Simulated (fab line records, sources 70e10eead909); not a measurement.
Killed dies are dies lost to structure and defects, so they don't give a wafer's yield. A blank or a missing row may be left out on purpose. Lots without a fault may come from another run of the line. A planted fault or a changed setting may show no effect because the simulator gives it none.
Which tool did it? | flow nand_harc | 11 lots, 33 wafers sampled, at 6 steps of a route of 1302

WHAT THE GAUGES READ, wafer by wafer
NHARC_P_ZERO_WELL_CD_MEAS_52: target cd 2000 nm. Usual: cd_nm 2000.1 nm, standard deviation 1.6.
lot  | measured     | on        | cd_nm (nm)                                | flag
L743 | day 2 01:46  | cd_sem-02 | 1999.4 1999.2 2001.6                      |
L744 | day 2 12:08  | cd_sem-03 | 1998.8 2000.8 1999.7                      |
L745 | day 2 21:55  | cd_sem-01 | 1999.0 1997.3 1999.0                      |
L746 | day 3 07:37  | cd_sem-03 | 1998.3 1999.5 2000.9                      |
L747 | day 3 17:32  | cd_sem-03 | 1999.1 1998.3 2001.8                      |
L748 | day 4 05:52  | cd_sem-01 | 1999.5 1997.6 2000.2                      |
L750 | day 4 23:55  | cd_sem-03 | 1999.5 2000.2 2000.8                      |
L752 | day 5 19:45  | cd_sem-03 | 2002.1 2000.7 2001.5                      |
L757 | day 7 21:27  | cd_sem-03 | 1866.6 1864.8 1866.3 1866.5 1864.6 1866.2 | OFF
L761 | day 9 14:19  | cd_sem-01 | 2001.3 1998.7 2002.0                      |
L766 | day 11 15:51 | cd_sem-02 | 1997.6 1998.6 1998.7                      |

NHARC_END_SORT_01. Usual: defect_limited_yield 90.8 %, standard deviation 2.5; killed_at_array 58, standard deviation 17; killed_at_other 1.0, standard deviation 1.4; killed_at_periphery 3.6, standard deviation 2.4; killed_dies 62, standard deviation 17; killed_open 3.4, standard deviation 2; killed_short 2.2, standard deviation 1.6.
lot  | measured     | on        | defect_limited_yield (%) | killed_at_array | killed_at_other | killed_at_periphery | killed_dies | killed_open | killed_short | flag
L745 | day 25 08:30 | prober-02 | 88.6 90.1 90.7           | 69 63 63        | 0 1 0           | 8 3 0               | 77 67 63    | 1 0 3       | 4 2 0        |
L746 | day 24 20:53 | prober-02 | 90.0 88.5 90.1           | 62 73 66        | 3 2 0           | 3 3 1               | 68 78 67    | 2 2 0       | 2 1 2        |
L752 | day 28 09:22 | prober-02 | 93.2 93.4 95.0           | 44 43 33        | 0 0 0           | 2 2 1               | 46 45 34    | 3 4 0       | 1 0 1        |

WHICH TOOL RAN EACH LOT (tool, then ch and the chambers of the sampled wafers, then the start)
lot  | NHARC_P_ZERO_WELL_ETCH_65          | NHARC_P_ZERO_WELL_DESCUM_26        | NHARC_P_ZERO_WELL_EXPOSE_49       | NHARC_P_GATE_DESCUM_13
L743 | rie_diel-07 ch 1,2, day 1 21:29    | rie_diel-11 ch 1,3, day 1 22:38    | krf_scanner-01 ch 0, day 2 01:37  | rie_diel-03 ch 1,2, day 4 12:01
L744 | rie_diel-07 ch 0,1,3, day 2 07:50  | rie_diel-11 ch 0,1,3, day 2 08:59  | krf_scanner-03 ch 0, day 2 11:59  | rie_diel-09 ch 0,2,3, day 4 18:22
L745 | rie_diel-06 ch 0,1,2, day 2 17:29  | rie_diel-07 ch 0,2, day 2 18:45    | krf_scanner-02 ch 0, day 2 21:46  | rie_diel-09 ch 0,1,2, day 5 09:42
L746 | rie_diel-07 ch 0,1,2, day 3 03:22  | rie_diel-06 ch 0,1,3, day 3 04:38  | krf_scanner-01 ch 0, day 3 07:26  | rie_diel-05 ch 0,2,3, day 5 14:00
L747 | rie_diel-07 ch 0,1, day 3 13:30    | rie_diel-06 ch 0,3, day 3 14:38    | krf_scanner-01 ch 0, day 3 17:23  | rie_diel-05 ch 0,1,3, day 6 04:43
L748 | rie_diel-11 ch 1,3, day 4 01:34    | rie_diel-07 ch 0,2,3, day 4 02:55  | krf_scanner-02 ch 0, day 4 05:43  | rie_diel-05 ch 0,2,3, day 6 17:24
L750 | rie_diel-06 ch 0,1,3, day 4 19:30  | rie_diel-06 ch 1,2, day 4 20:44    | krf_scanner-01 ch 0, day 4 23:46  | rie_diel-03 ch 2,3, day 7 15:25
L752 | rie_diel-11 ch 2,3, day 5 15:36    | rie_diel-11 ch 0,2,3, day 5 16:46  | krf_scanner-02 ch 0, day 5 19:36  | rie_diel-03 ch 0,2,3, day 8 08:56
L757 | rie_diel-07 ch 1,2,3, day 7 17:22  | rie_diel-07 ch 1,2,3, day 7 18:32  | krf_scanner-01 ch 0, day 7 21:17  | -
L761 | rie_diel-11 ch 0,1,3, day 9 09:32  | rie_diel-06 ch 1,2,3, day 9 10:40  | krf_scanner-02 ch 0, day 9 14:10  | rie_diel-09 ch 1,2,3, day 11 22:23
L766 | rie_diel-06 ch 0,2,3, day 11 11:29 | rie_diel-06 ch 1,2,3, day 11 12:46 | krf_scanner-01 ch 0, day 11 15:42 | rie_diel-05 ch 0,1,2, day 14 02:11
- NHARC_P_ZERO_WELL_ETCH_65: etches the open film in N2/H2, target depth 80 nm, overetch 24 nm, time 87.88 s.
- NHARC_P_ZERO_WELL_DESCUM_26: chemistry O2, time 3 s.
- NHARC_P_ZERO_WELL_EXPOSE_49: exposes mask P HVPW, target cd 2000 nm.
- NHARC_P_GATE_DESCUM_13: chemistry O2, time 3 s.

WHAT THE TOOLS THEMSELVES READ (means of the sampled wafers that have a number; where no wafer has one, the mark that the record gives instead)
NHARC_P_ZERO_WELL_ETCH_65. Usual: drypump_motor_current_A 6.0 A, standard deviation 0.43; h2_flow_sccm 150.0 sccm, standard deviation 0.49; oes_product_au 1.001 a.u., standard deviation 0.011; rf_vpp_V 430.2 V, standard deviation 2.7; showerhead_plenum_p_Torr 2.03 Torr, standard deviation 0.09; throttle_valve_pct 14.171 %, standard deviation 0.0093.
lot  | tool        | drypump_motor_current_A (A) | h2_flow_sccm (sccm) | oes_product_au (a.u.) | rf_vpp_V (V) | showerhead_plenum_p_Torr (Torr) | throttle_valve_pct (%) | flag
L743 | rie_diel-07 | 6.4                         | 150.6               | 1.022                 | 430.5        | 2.04                            | 14.176                 |
L744 | rie_diel-07 | 6.2                         | 150.5               | 0.998                 | 427.5        | 1.99                            | 14.167                 |
L745 | rie_diel-06 | 5.8                         | 149.9               | 1.006                 | 431.9        | 2.07                            | 14.170                 |
L746 | rie_diel-07 | 6.2                         | 150.2               | 1.003                 | 430.6        | 2.04                            | 14.169                 |
L747 | rie_diel-07 | 6.5                         | 149.8               | 1.011                 | 429.0        | 1.96                            | 14.164                 |
L748 | rie_diel-11 | 6.0                         | 150.1               | 1.001                 | 429.3        | 1.98                            | 14.174                 |
L750 | rie_diel-06 | 6.1                         | 149.7               | 0.997                 | 431.6        | 2.07                            | 14.169                 |
L752 | rie_diel-11 | 5.8                         | 149.6               | 1.012                 | 428.9        | 1.97                            | 14.171                 |
L757 | rie_diel-07 | 6.0                         | 150.0               | 1.007                 | 430.2        | 2.05                            | 14.164                 |
L761 | rie_diel-11 | 6.1                         | 149.9               | 1.005                 | 429.8        | 2.03                            | 14.166                 |
L766 | rie_diel-06 | 5.7                         | 150.8               | 0.992                 | 431.2        | 2.06                            | 14.170                 |

NHARC_P_ZERO_WELL_DESCUM_26. Usual: drypump_motor_current_A 6.0 A, standard deviation 0.42; oes_product_au 1.000 a.u., standard deviation 0.011; rf_vpp_V 57.8 V, standard deviation 0.85; showerhead_plenum_p_Torr 1.91 Torr, standard deviation 0.077; throttle_valve_pct 11.311 %, standard deviation 0.0086.
lot  | tool        | drypump_motor_current_A (A) | oes_product_au (a.u.) | rf_vpp_V (V) | showerhead_plenum_p_Torr (Torr) | throttle_valve_pct (%) | flag
L743 | rie_diel-11 | 6.0                         | 1.002                 | 57.6         | 1.87                            | 11.308                 |
L744 | rie_diel-11 | 6.1                         | 0.998                 | 57.7         | 1.82                            | 11.299                 |
L745 | rie_diel-07 | 6.0                         | 0.994                 | 57.3         | 1.92                            | 11.305                 |
L746 | rie_diel-06 | 6.1                         | 0.993                 | 57.5         | 1.94                            | 11.302                 |
L747 | rie_diel-06 | 6.0                         | 1.001                 | 58.2         | 1.94                            | 11.310                 |
L748 | rie_diel-07 | 5.8                         | 0.997                 | 57.4         | 1.94                            | 11.309                 |
L750 | rie_diel-06 | 5.4                         | 0.986                 | 57.2         | 1.93                            | 11.316                 |
L752 | rie_diel-11 | 5.9                         | 1.003                 | 57.8         | 1.91                            | 11.309                 |
L757 | rie_diel-07 | 6.0                         | 1.014                 | 58.7         | 1.92                            | 11.316                 |
L761 | rie_diel-06 | 5.7                         | 0.996                 | 57.8         | 1.92                            | 11.313                 |
L766 | rie_diel-06 | 5.7                         | 0.988                 | 57.7         | 1.91                            | 11.320                 |

NHARC_P_GATE_DESCUM_13. Usual: drypump_motor_current_A 5.5 A, standard deviation 0.32; oes_product_au 1.001 a.u., standard deviation 0.01; rf_vpp_V 57.9 V, standard deviation 0.88; showerhead_plenum_p_Torr 1.94 Torr, standard deviation 0.078; throttle_valve_pct 11.310 %, standard deviation 0.0091.
lot  | tool        | drypump_motor_current_A (A) | oes_product_au (a.u.) | rf_vpp_V (V) | showerhead_plenum_p_Torr (Torr) | throttle_valve_pct (%) | flag
L743 | rie_diel-03 | 5.5                         | 1.004                 | 58.7         | 1.90                            | 11.302                 |
L744 | rie_diel-09 | 5.7                         | 1.002                 | 58.6         | 1.99                            | 11.309                 |
L745 | rie_diel-09 | 5.4                         | 1.001                 | 58.2         | 1.98                            | 11.303                 |
L746 | rie_diel-05 | 5.5                         | 1.001                 | 57.2         | 1.90                            | 11.313                 |
L747 | rie_diel-05 | 5.4                         | 0.990                 | 57.8         | 1.95                            | 11.309                 |
L748 | rie_diel-05 | 5.5                         | 1.002                 | 56.6         | 1.90                            | 11.314                 |
L750 | rie_diel-03 | 5.6                         | 1.010                 | 57.8         | 1.99                            | 11.316                 |
L752 | rie_diel-03 | 5.7                         | 1.000                 | 57.4         | 1.96                            | 11.314                 |
L761 | rie_diel-09 | 5.6                         | 0.994                 | 58.7         | 1.97                            | 11.313                 |
L766 | rie_diel-05 | 5.4                         | 0.998                 | 58.3         | 1.98                            | 11.310                 |

THE ANSWER, worked out from the rows above alone
Rule: a lot is off if the mean of its wafers that have a number lies more than 3 standard deviations from the usual mean. A lot without any number at a reading at which 4 lots or more have one is off too. The other lots that the step has rows for count as sound. The gauges are gone through in route order, then the tools' own readings, and for those a lot's mean is taken as printed above. The first step at which some lot is off is used, and at that step the reading that is off furthest; a lot without a number counts as furthest.
Off: L757, at NHARC_P_ZERO_WELL_CD_MEAS_52 (cd_nm).
A tool fits if, at a process step before that reading, it ran every lot that is off, and no sound lot after the first of them. The gauges at NHARC_P_ZERO_WELL_CD_MEAS_52 are tried like those tools. Can't be told from this: 2 tools fit, rie_diel-07 at NHARC_P_ZERO_WELL_ETCH_65 and NHARC_P_ZERO_WELL_DESCUM_26, cd_sem-03 at NHARC_P_ZERO_WELL_CD_MEAS_52.

WHAT THE SIMULATOR HAD PUT IN
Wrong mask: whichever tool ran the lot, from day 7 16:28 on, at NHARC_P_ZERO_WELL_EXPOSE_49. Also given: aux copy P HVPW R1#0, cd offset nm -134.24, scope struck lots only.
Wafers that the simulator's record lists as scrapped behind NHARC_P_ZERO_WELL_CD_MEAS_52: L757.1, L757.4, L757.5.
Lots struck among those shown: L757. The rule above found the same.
